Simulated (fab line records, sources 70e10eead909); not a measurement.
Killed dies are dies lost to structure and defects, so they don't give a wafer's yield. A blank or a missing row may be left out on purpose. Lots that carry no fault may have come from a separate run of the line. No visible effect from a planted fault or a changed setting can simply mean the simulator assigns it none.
What tool caused it? + flow nand-harc + 24 lots, 72 wafers sampled, at 6 steps of a route of 1302

WHAT THE GAUGES SHOWED, per wafer
The record lacks any reading of a measuring or inspecting step that a usual standard deviation could be used to judge.

WHICH TOOL RAN EACH LOT (tool, then ch and the chambers of the sampled wafers, then the start)
| lot  | NHARC_A_STAIRCASE_HM_DEP_456  | NHARC_A_STAIRCASE_HM_OPEN_460                 | NHARC_A_STAIRCASE_STRIP_316                   | NHARC_A_STAIRCASE_ETCH_444         | NHARC_A_STAIRCASE_CMP_450     | NHARC_A_STAIRCASE_ETCHBACK_422     |
|------|-------------------------------|-----------------------------------------------|-----------------------------------------------|------------------------------------|-------------------------------|------------------------------------|
| L074 | acl-dep-02 ch 0, day 15 17:08 | rie-diel-09 ch 0,1,2, day 17 22:07 or earlier | rie-diel-04 ch 0,1,2, day 17 22:07 or earlier | rie-diel-09 ch 1,3, day 17 22:07   | cmp-01 ch 0,1,2, day 18 03:35 | rie-diel-04 ch 0,2,3, day 18 04:06 |
| L075 | acl-dep-02 ch 0, day 16 17:40 | rie-diel-09 ch 0,2,3, day 19 06:48 or earlier | rie-diel-01 ch 2,3, day 19 06:48 or earlier   | rie-diel-09 ch 1,2, day 19 06:48   | cmp-03 ch 0,2, day 19 11:57   | rie-diel-09 ch 0,1,2, day 19 12:31 |
| L077 | acl-dep-02 ch 0, day 17 06:22 | rie-diel-01 ch 0,3, day 19 19:54 or earlier   | rie-diel-01 ch 2,3, day 19 19:54 or earlier   | rie-diel-01 ch 0,1,2, day 19 19:54 | cmp-02 ch 0,2,3, day 20 00:08 | rie-diel-01 ch 1,2, day 20 00:39   |
| L076 | acl-dep-02 ch 0, day 17 07:17 | rie-diel-04 ch 0,1, day 19 19:37 or earlier   | rie-diel-09 ch 0,1,3, day 19 19:37 or earlier | rie-diel-04 ch 0,1,3, day 19 19:37 | cmp-02 ch 0,2, day 20 00:23   | rie-diel-01 ch 0,1,2, day 20 00:57 |
| L078 | acl-dep-03 ch 0, day 18 05:43 | rie-diel-04 ch 1,2,3, day 20 19:32 or earlier | rie-diel-04 ch 0,1,2, day 20 19:32 or earlier | rie-diel-01 ch 0,1, day 20 19:32   | cmp-03 ch 0,2, day 21 00:46   | rie-diel-04 ch 0,2,3, day 21 01:18 |
| L079 | acl-dep-02 ch 0, day 18 07:02 | rie-diel-01 ch 0,1,3, day 21 01:44 or earlier | rie-diel-01 ch 1,2, day 21 01:44 or earlier   | rie-diel-01 ch 0,1,3, day 21 01:44 | cmp-03 ch 1,2,3, day 21 06:06 | rie-diel-04 ch 0,2, day 21 06:38   |
| L080 | acl-dep-01 ch 0, day 18 07:52 | rie-diel-01 ch 0,2,3, day 21 00:37 or earlier | rie-diel-04 ch 0,1,2, day 21 00:37 or earlier | rie-diel-09 ch 0,3, day 21 00:37   | cmp-03 ch 0,2,3, day 21 05:49 | rie-diel-04 ch 0,2,3, day 21 06:22 |
| L081 | acl-dep-02 ch 0, day 19 08:22 | rie-diel-09 ch 0,2,3, day 21 17:37 or earlier | rie-diel-09 ch 0,2,3, day 21 17:37 or earlier | rie-diel-01 ch 0,1,3, day 21 17:37 | cmp-03 ch 0,1,3, day 21 22:49 | rie-diel-04 ch 0,2,3, day 21 23:22 |
| L082 | acl-dep-03 ch 0, day 19 09:57 | rie-diel-09 ch 0,1, day 21 17:55 or earlier   | rie-diel-04 ch 0,1, day 21 17:55 or earlier   | rie-diel-04 ch 0,2, day 21 17:55   | cmp-01 ch 0,2,3, day 21 22:40 | rie-diel-01 ch 0,3, day 21 23:13   |
| L083 | acl-dep-02 ch 0, day 19 20:32 | rie-diel-04 ch 1,3, day 22 08:25 or earlier   | rie-diel-01 ch 2,3, day 22 08:25 or earlier   | rie-diel-04 ch 1,2,3, day 22 08:25 | cmp-02 ch 0,1,2, day 22 13:37 | rie-diel-04 ch 0,1,2, day 22 14:10 |
| L085 | acl-dep-01 ch 0, day 20 16:53 | rie-diel-04 ch 0,2,3, day 22 23:42 or earlier | rie-diel-09 ch 1,2,3, day 22 23:42 or earlier | rie-diel-09 ch 0,1,3, day 22 23:42 | cmp-03 ch 0,2,3, day 23 05:17 | rie-diel-01 ch 0,1,2, day 23 05:50 |
| L084 | acl-dep-03 ch 0, day 20 17:57 | rie-diel-09 ch 0,1, day 22 23:22 or earlier   | rie-diel-04 ch 1,2, day 22 23:22 or earlier   | rie-diel-01 ch 1,2, day 22 23:22   | cmp-01 ch 0,1,2, day 23 04:05 | rie-diel-04 ch 0,3, day 23 04:37   |
| L086 | acl-dep-01 ch 0, day 21 00:31 | rie-diel-01 ch 0,3, day 23 14:41 or earlier   | rie-diel-01 ch 1,2,3, day 23 14:41 or earlier | rie-diel-01 ch 0,2,3, day 23 14:41 | cmp-03 ch 0,1, day 23 19:04   | rie-diel-01 ch 0,1,2, day 23 19:37 |
| L087 | acl-dep-01 ch 0, day 21 10:11 | rie-diel-04 ch 0,1, day 23 13:36 or earlier   | rie-diel-01 ch 1,2,3, day 23 13:36 or earlier | rie-diel-09 ch 0,1,3, day 23 13:36 | cmp-02 ch 1,2, day 23 19:42   | rie-diel-04 ch 0,2, day 23 20:15   |
| L089 | acl-dep-01 ch 0, day 22 11:17 | rie-diel-09 ch 0,3, day 24 20:55 or earlier   | rie-diel-01 ch 0,2,3, day 24 20:55 or earlier | rie-diel-04 ch 0,1, day 24 20:55   | cmp-03 ch 2,3, day 25 02:27   | rie-diel-09 ch 0,1, day 25 03:00   |
| L088 | acl-dep-03 ch 0, day 22 12:26 | rie-diel-09 ch 0,1,3, day 25 04:14 or earlier | rie-diel-01 ch 0,2,3, day 25 04:14 or earlier | rie-diel-04 ch 0,1,3, day 25 04:14 | cmp-02 ch 0,3, day 25 09:05   | rie-diel-04 ch 0,1, day 25 09:39   |
| L091 | acl-dep-02 ch 0, day 22 21:55 | rie-diel-09 ch 1,3, day 25 13:32 or earlier   | rie-diel-04 ch 0,1,2, day 25 13:32 or earlier | rie-diel-04 ch 1,3, day 25 13:32   | cmp-01 ch 0,2,3, day 25 19:41 | rie-diel-04 ch 1,3, day 25 20:14   |
| L090 | acl-dep-03 ch 0, day 22 22:04 | rie-diel-01 ch 0,1,2, day 25 14:44 or earlier | rie-diel-04 ch 0,3, day 25 14:44 or earlier   | rie-diel-01 ch 0,1,3, day 25 14:44 | cmp-01 ch 0,1,2, day 25 18:58 | rie-diel-09 ch 0,1, day 25 19:31   |
| L092 | acl-dep-02 ch 0, day 23 14:10 | rie-diel-01 ch 0,1,3, day 26 00:21 or earlier | rie-diel-04 ch 0,2,3, day 26 00:21 or earlier | rie-diel-09 ch 0,3, day 26 00:21   | cmp-03 ch 2,3, day 26 05:32   | rie-diel-09 ch 0,1,2, day 26 06:05 |
| L094 | acl-dep-02 ch 0, day 24 11:53 | rie-diel-01 ch 0,3, day 26 18:23 or earlier   | rie-diel-09 ch 0,1,2, day 26 18:23 or earlier | rie-diel-09 ch 0,3, day 26 18:23   | cmp-03 ch 1,2,3, day 26 23:45 | rie-diel-01 ch 0,2,3, day 27 00:16 |
| L093 | acl-dep-02 ch 0, day 24 13:43 | rie-diel-01 ch 0,1, day 26 18:14 or earlier   | rie-diel-09 ch 0,1, day 26 18:14 or earlier   | rie-diel-01 ch 0,1,3, day 26 18:14 | cmp-01 ch 0,2,3, day 26 23:28 | rie-diel-01 ch 0,2, day 27 00:00   |
| L095 | acl-dep-03 ch 0, day 25 03:48 | rie-diel-01 ch 0,1, day 27 11:53 or earlier   | rie-diel-09 ch 0,1, day 27 11:53 or earlier   | rie-diel-04 ch 0,2, day 27 11:53   | cmp-01 ch 0,1,2, day 27 16:55 | rie-diel-09 ch 1,2,3, day 27 17:26 |
| L096 | acl-dep-01 ch 0, day 25 07:47 | rie-diel-09 ch 2,3, day 27 21:54 or earlier   | rie-diel-01 ch 1,2,3, day 27 21:54 or earlier | rie-diel-09 ch 0,1,2, day 27 21:54 | cmp-01 ch 0,1,3, day 28 02:08 | rie-diel-09 ch 0,1,3, day 28 02:40 |
| L097 | acl-dep-01 ch 0, day 25 09:38 | rie-diel-01 ch 1,2, day 27 21:07 or earlier   | rie-diel-01 ch 1,2,3, day 27 21:07 or earlier | rie-diel-04 ch 1,2, day 27 21:07   | cmp-03 ch 0,2,3, day 28 02:24 | rie-diel-04 ch 1,3, day 28 02:55   |
- NHARC_A_STAIRCASE_HM_DEP_456: deposits aC, target thk 3100 nm.
- NHARC_A_STAIRCASE_HM_OPEN_460: chemistry O2/COS.
- NHARC_A_STAIRCASE_STRIP_316: strips in O2.
- NHARC_A_STAIRCASE_ETCH_444: etches the open film in C4F8/O2, target depth 20400 nm, time 6800 s.
- NHARC_A_STAIRCASE_CMP_450: polishes SiO2, target thk 200 nm.
- NHARC_A_STAIRCASE_ETCHBACK_422: etches the open film in CH3F/O2, target depth 40 nm, time 74.286 s.

AS READ BY THE TOOLS THEMSELVES (means over the sampled wafers that have a number; for cases with no such wafer, the mark the record gives instead)
NHARC_A_STAIRCASE_HM_DEP_456. Usual: 34.998 % for throttle-valve-pct, sd 0.0086.
| lot  | tool       | throttle-valve-pct (%) | flag |
|------|------------|------------------------|------|
| L074 | acl-dep-02 | 34.988                 |      |
| L075 | acl-dep-02 | 35.001                 |      |
| L077 | acl-dep-02 | 34.997                 |      |
| L076 | acl-dep-02 | 34.993                 |      |
| L078 | acl-dep-03 | 34.997                 |      |
| L079 | acl-dep-02 | 35.000                 |      |
| L080 | acl-dep-01 | 35.003                 |      |
| L081 | acl-dep-02 | 34.992                 |      |
| L082 | acl-dep-03 | 35.003                 |      |
| L083 | acl-dep-02 | 35.000                 |      |
| L085 | acl-dep-01 | 34.997                 |      |
| L084 | acl-dep-03 | 35.003                 |      |
| L086 | acl-dep-01 | 35.000                 |      |
| L087 | acl-dep-01 | 34.993                 |      |
| L089 | acl-dep-01 | 34.993                 |      |
| L088 | acl-dep-03 | 34.999                 |      |
| L091 | acl-dep-02 | 34.998                 |      |
| L090 | acl-dep-03 | 34.990                 |      |
| L092 | acl-dep-02 | 35.008                 |      |
| L094 | acl-dep-02 | 35.006                 |      |
| L093 | acl-dep-02 | 35.005                 |      |
| L095 | acl-dep-03 | 34.997                 |      |
| L096 | acl-dep-01 | 34.989                 |      |
| L097 | acl-dep-01 | 34.995                 |      |

NHARC_A_STAIRCASE_HM_OPEN_460. Usual: drypump-motor-current-A 5.6 A, standard deviation 0.43; oes-product-au 0.998 a.u., standard deviation 0.0077; rf-vpp-V 467 V, standard deviation 3.3; showerhead-plenum-p-Torr 3.11 Torr, standard deviation 0.15; throttle-valve-pct 28.330 %, standard deviation 0.0079.
| lot  | tool        | drypump-motor-current-A (A) | oes-product-au (a.u.) | rf-vpp-V (V) | showerhead-plenum-p-Torr (Torr) | throttle-valve-pct (%) | flag |
|------|-------------|-----------------------------|-----------------------|--------------|---------------------------------|------------------------|------|
| L074 | rie-diel-09 | 5.4                         | 1.000                 | 468          | 3.12                            | 28.330                 |      |
| L075 | rie-diel-09 | 5.4                         | 0.993                 | 467          | 3.12                            | 28.333                 |      |
| L077 | rie-diel-01 | 6.0                         | 0.994                 | 463          | 2.94                            | 28.323                 |      |
| L076 | rie-diel-04 | 5.7                         | 0.990                 | 468          | 3.15                            | 28.334                 |      |
| L078 | rie-diel-04 | 5.8                         | 1.003                 | 470          | 3.24                            | 28.326                 |      |
| L079 | rie-diel-01 | 5.8                         | 1.001                 | 463          | 2.94                            | 28.337                 |      |
| L080 | rie-diel-01 | 6.0                         | 0.986                 | 465          | 3.02                            | 28.332                 |      |
| L081 | rie-diel-09 | 5.4                         | 1.001                 | 467          | 3.10                            | 28.334                 |      |
| L082 | rie-diel-09 | 5.3                         | 1.001                 | 469          | 3.18                            | 28.329                 |      |
| L083 | rie-diel-04 | 6.1                         | 1.002                 | 471          | 3.30                            | 28.324                 |      |
| L085 | rie-diel-04 | 5.7                         | 0.995                 | 468          | 3.19                            | 28.337                 |      |
| L084 | rie-diel-09 | 5.3                         | 1.000                 | 466          | 3.12                            | 28.328                 |      |
| L086 | rie-diel-01 | 6.1                         | 0.997                 | 463          | 2.92                            | 28.325                 |      |
| L087 | rie-diel-04 | 5.5                         | 0.989                 | 467          | 3.09                            | 28.329                 |      |
| L089 | rie-diel-09 | 5.2                         | 1.001                 | 466          | 3.12                            | 28.324                 |      |
| L088 | rie-diel-09 | 5.3                         | 1.010                 | 468          | 3.17                            | 28.337                 |      |
| L091 | rie-diel-09 | 5.4                         | 1.005                 | 469          | 3.23                            | 28.335                 |      |
| L090 | rie-diel-01 | 5.5                         | 0.993                 | 464          | 2.99                            | 28.324                 |      |
| L092 | rie-diel-01 | 5.9                         | 0.994                 | 462          | 2.92                            | 28.329                 |      |
| L094 | rie-diel-01 | 6.3                         | 0.991                 | 466          | 3.08                            | 28.325                 |      |
| L093 | rie-diel-01 | 5.6                         | 0.995                 | 469          | 3.22                            | 28.335                 |      |
| L095 | rie-diel-01 | 5.4                         | 1.000                 | 465          | 3.06                            | 28.327                 |      |
| L096 | rie-diel-09 | 5.4                         | 1.010                 | 467          | 3.14                            | 28.329                 |      |
| L097 | rie-diel-01 | 5.3                         | 0.993                 | 465          | 2.99                            | 28.341                 |      |

NHARC_A_STAIRCASE_STRIP_316. Usual: drypump-motor-current-A 5.7 A, standard deviation 0.43; oes-product-au 0.998 a.u., standard deviation 0.0081; rf-vpp-V 57.7 V, standard deviation 0.87; showerhead-plenum-p-Torr 3.51 Torr, standard deviation 0.15; throttle-valve-pct 17.036 %, standard deviation 0.0093.
| lot  | tool        | drypump-motor-current-A (A) | oes-product-au (a.u.) | rf-vpp-V (V) | showerhead-plenum-p-Torr (Torr) | throttle-valve-pct (%) | flag |
|------|-------------|-----------------------------|-----------------------|--------------|---------------------------------|------------------------|------|
| L074 | rie-diel-04 | 5.5                         | 1.002                 | 57.3         | 3.56                            | 17.033                 |      |
| L075 | rie-diel-01 | 6.2                         | 0.998                 | 56.8         | 3.44                            | 17.036                 |      |
| L077 | rie-diel-01 | 5.9                         | 0.988                 | 57.0         | 3.52                            | 17.034                 |      |
| L076 | rie-diel-09 | 5.3                         | 1.003                 | 59.0         | 3.60                            | 17.034                 |      |
| L078 | rie-diel-04 | 5.5                         | 1.002                 | 57.9         | 3.55                            | 17.038                 |      |
| L079 | rie-diel-01 | 5.4                         | 0.989                 | 58.4         | 3.41                            | 17.038                 |      |
| L080 | rie-diel-04 | 5.5                         | 0.998                 | 58.1         | 3.55                            | 17.029                 |      |
| L081 | rie-diel-09 | 5.4                         | 1.007                 | 57.7         | 3.50                            | 17.048                 |      |
| L082 | rie-diel-04 | 5.7                         | 1.000                 | 58.3         | 3.55                            | 17.044                 |      |
| L083 | rie-diel-01 | 6.2                         | 0.997                 | 57.2         | 3.43                            | 17.033                 |      |
| L085 | rie-diel-09 | 5.4                         | 1.001                 | 57.5         | 3.57                            | 17.037                 |      |
| L084 | rie-diel-04 | 5.7                         | 1.005                 | 57.9         | 3.58                            | 17.036                 |      |
| L086 | rie-diel-01 | 5.8                         | 0.995                 | 58.5         | 3.41                            | 17.043                 |      |
| L087 | rie-diel-01 | 5.8                         | 0.997                 | 57.7         | 3.41                            | 17.033                 |      |
| L089 | rie-diel-01 | 6.0                         | 0.996                 | 56.7         | 3.40                            | 17.035                 |      |
| L088 | rie-diel-01 | 6.0                         | 0.991                 | 57.7         | 3.40                            | 17.039                 |      |
| L091 | rie-diel-04 | 5.5                         | 0.990                 | 57.7         | 3.53                            | 17.032                 |      |
| L090 | rie-diel-04 | 6.0                         | 0.997                 | 58.1         | 3.66                            | 17.041                 |      |
| L092 | rie-diel-04 | 5.7                         | 0.995                 | 58.4         | 3.59                            | 17.040                 |      |
| L094 | rie-diel-09 | 5.4                         | 1.009                 | 57.1         | 3.49                            | 17.039                 |      |
| L093 | rie-diel-09 | 5.3                         | 1.002                 | 58.1         | 3.57                            | 17.044                 |      |
| L095 | rie-diel-09 | 5.2                         | 1.006                 | 57.7         | 3.51                            | 17.035                 |      |
| L096 | rie-diel-01 | 5.8                         | 0.991                 | 57.3         | 3.39                            | 17.031                 |      |
| L097 | rie-diel-01 | 5.7                         | 0.994                 | 56.7         | 3.39                            | 17.040                 |      |

NHARC_A_STAIRCASE_ETCH_444. Usual: oes-product-au 0.929 a.u., standard deviation 0.016; rf-vpp-V 806 V, standard deviation 5.
| lot  | tool        | oes-product-au (a.u.) | rf-vpp-V (V) | flag |
|------|-------------|-----------------------|--------------|------|
| L074 | rie-diel-09 | 0.930                 | 812          |      |
| L075 | rie-diel-09 | 0.932                 | 806          |      |
| L077 | rie-diel-01 | 0.919                 | 803          |      |
| L076 | rie-diel-04 | 0.923                 | 810          |      |
| L078 | rie-diel-01 | 0.914                 | 799          |      |
| L079 | rie-diel-01 | 0.924                 | 800          |      |
| L080 | rie-diel-09 | 0.922                 | 807          |      |
| L081 | rie-diel-01 | 0.926                 | 800          |      |
| L082 | rie-diel-04 | 0.920                 | 806          |      |
| L083 | rie-diel-04 | 0.924                 | 811          |      |
| L085 | rie-diel-09 | 0.953                 | 810          |      |
| L084 | rie-diel-01 | 0.920                 | 806          |      |
| L086 | rie-diel-01 | 0.921                 | 803          |      |
| L087 | rie-diel-09 | 0.969                 | 808          |      |
| L089 | rie-diel-04 | 0.954                 | 805          |      |
| L088 | rie-diel-04 | 0.920                 | 809          |      |
| L091 | rie-diel-04 | 0.914                 | 812          |      |
| L090 | rie-diel-01 | 0.952                 | 805          |      |
| L092 | rie-diel-09 | 0.926                 | 809          |      |
| L094 | rie-diel-09 | 0.919                 | 806          |      |
| L093 | rie-diel-01 | 0.928                 | 804          |      |
| L095 | rie-diel-04 | 0.917                 | 806          |      |
| L096 | rie-diel-09 | 0.939                 | 806          |      |
| L097 | rie-diel-04 | 0.918                 | 808          |      |

NHARC_A_STAIRCASE_CMP_450. Usual: 12.1 A for motor-current-A, sd 0.98.
| lot  | tool   | motor-current-A (A) | flag |
|------|--------|---------------------|------|
| L074 | cmp-01 | 12.3                |      |
| L075 | cmp-03 | 11.6                |      |
| L077 | cmp-02 | 12.7                |      |
| L076 | cmp-02 | 13.4                |      |
| L078 | cmp-03 | 12.2                |      |
| L079 | cmp-03 | 11.9                |      |
| L080 | cmp-03 | 11.9                |      |
| L081 | cmp-03 | 12.3                |      |
| L082 | cmp-01 | 11.0                |      |
| L083 | cmp-02 | 13.3                |      |
| L085 | cmp-03 | 12.3                |      |
| L084 | cmp-01 | 12.5                |      |
| L086 | cmp-03 | 12.0                |      |
| L087 | cmp-02 | 13.5                |      |
| L089 | cmp-03 | 12.1                |      |
| L088 | cmp-02 | 12.7                |      |
| L091 | cmp-01 | 11.3                |      |
| L090 | cmp-01 | 12.1                |      |
| L092 | cmp-03 | 11.9                |      |
| L094 | cmp-03 | 11.6                |      |
| L093 | cmp-01 | 11.4                |      |
| L095 | cmp-01 | 12.3                |      |
| L096 | cmp-01 | 12.5                |      |
| L097 | cmp-03 | 12.3                |      |

NHARC_A_STAIRCASE_ETCHBACK_422. Usual: drypump-motor-current-A 5.7 A, standard deviation 0.42; oes-product-au 0.95 a.u., standard deviation 0.032; rf-vpp-V 244.4 V, standard deviation 1.7; showerhead-plenum-p-Torr 2.46 Torr, standard deviation 0.11; throttle-valve-pct 20.665 %, standard deviation 0.0088.
| lot  | tool        | drypump-motor-current-A (A) | oes-product-au (a.u.) | rf-vpp-V (V) | showerhead-plenum-p-Torr (Torr) | throttle-valve-pct (%) | flag |
|------|-------------|-----------------------------|-----------------------|--------------|---------------------------------|------------------------|------|
| L074 | rie-diel-04 | 5.7                         | 0.93                  | 245.4        | 2.52                            | 20.670                 |      |
| L075 | rie-diel-09 | 5.4                         | 1.00                  | 244.5        | 2.45                            | 20.664                 |      |
| L077 | rie-diel-01 | 5.3                         | 0.99                  | 243.7        | 2.37                            | 20.667                 |      |
| L076 | rie-diel-01 | 5.5                         | 0.93                  | 243.5        | 2.37                            | 20.668                 |      |
| L078 | rie-diel-04 | 5.7                         | 0.93                  | 244.6        | 2.51                            | 20.653                 |      |
| L079 | rie-diel-04 | 5.4                         | 0.93                  | 244.7        | 2.46                            | 20.657                 |      |
| L080 | rie-diel-04 | 5.7                         | 0.92                  | 245.2        | 2.51                            | 20.666                 |      |
| L081 | rie-diel-04 | 5.7                         | 0.92                  | 245.9        | 2.51                            | 20.666                 |      |
| L082 | rie-diel-01 | 6.0                         | 0.92                  | 241.9        | 2.29                            | 20.655                 |      |
| L083 | rie-diel-04 | 5.5                         | 0.99                  | 244.2        | 2.46                            | 20.673                 |      |
| L085 | rie-diel-01 | 5.5                         | 0.92                  | 242.9        | 2.35                            | 20.656                 |      |
| L084 | rie-diel-04 | 5.7                         | 0.92                  | 244.2        | 2.48                            | 20.657                 |      |
| L086 | rie-diel-01 | 5.5                         | 0.97                  | 242.9        | 2.35                            | 20.662                 |      |
| L087 | rie-diel-04 | 5.4                         | 0.99                  | 244.2        | 2.45                            | 20.665                 |      |
| L089 | rie-diel-09 | 5.3                         | 0.94                  | 244.5        | 2.45                            | 20.659                 |      |
| L088 | rie-diel-04 | 5.5                         | 0.97                  | 244.4        | 2.42                            | 20.663                 |      |
| L091 | rie-diel-04 | 6.1                         | 0.92                  | 246.2        | 2.58                            | 20.664                 |      |
| L090 | rie-diel-09 | 5.3                         | 0.92                  | 244.9        | 2.49                            | 20.667                 |      |
| L092 | rie-diel-09 | 5.4                         | 0.93                  | 244.1        | 2.43                            | 20.666                 |      |
| L094 | rie-diel-01 | 5.9                         | 0.92                  | 244.3        | 2.48                            | 20.660                 |      |
| L093 | rie-diel-01 | 5.7                         | 0.99                  | 246.3        | 2.59                            | 20.669                 |      |
| L095 | rie-diel-09 | 5.4                         | 0.93                  | 245.1        | 2.47                            | 20.673                 |      |
| L096 | rie-diel-09 | 5.3                         | 1.00                  | 244.9        | 2.48                            | 20.662                 |      |
| L097 | rie-diel-04 | 5.9                         | 0.99                  | 245.7        | 2.53                            | 20.672                 |      |

THE ANSWER, worked out from the rows above alone
Rule: take the mean of a lot's wafers that have a number; if it is more than 3 standard deviations from the usual mean, the lot is off. Also off: a lot with no number at a reading for which 4 or more lots have one. Any other lot the step has rows for is counted as sound. First the gauges in route order, then the tools' own readings, where a lot's mean is used as printed above. At the first step where some lot is off, the reading lying furthest off is the one used; lots without a number count as furthest.
Across all readings shown, no lot is off: no conclusion can be drawn from this.

WHAT THE SIMULATOR HAD PUT IN
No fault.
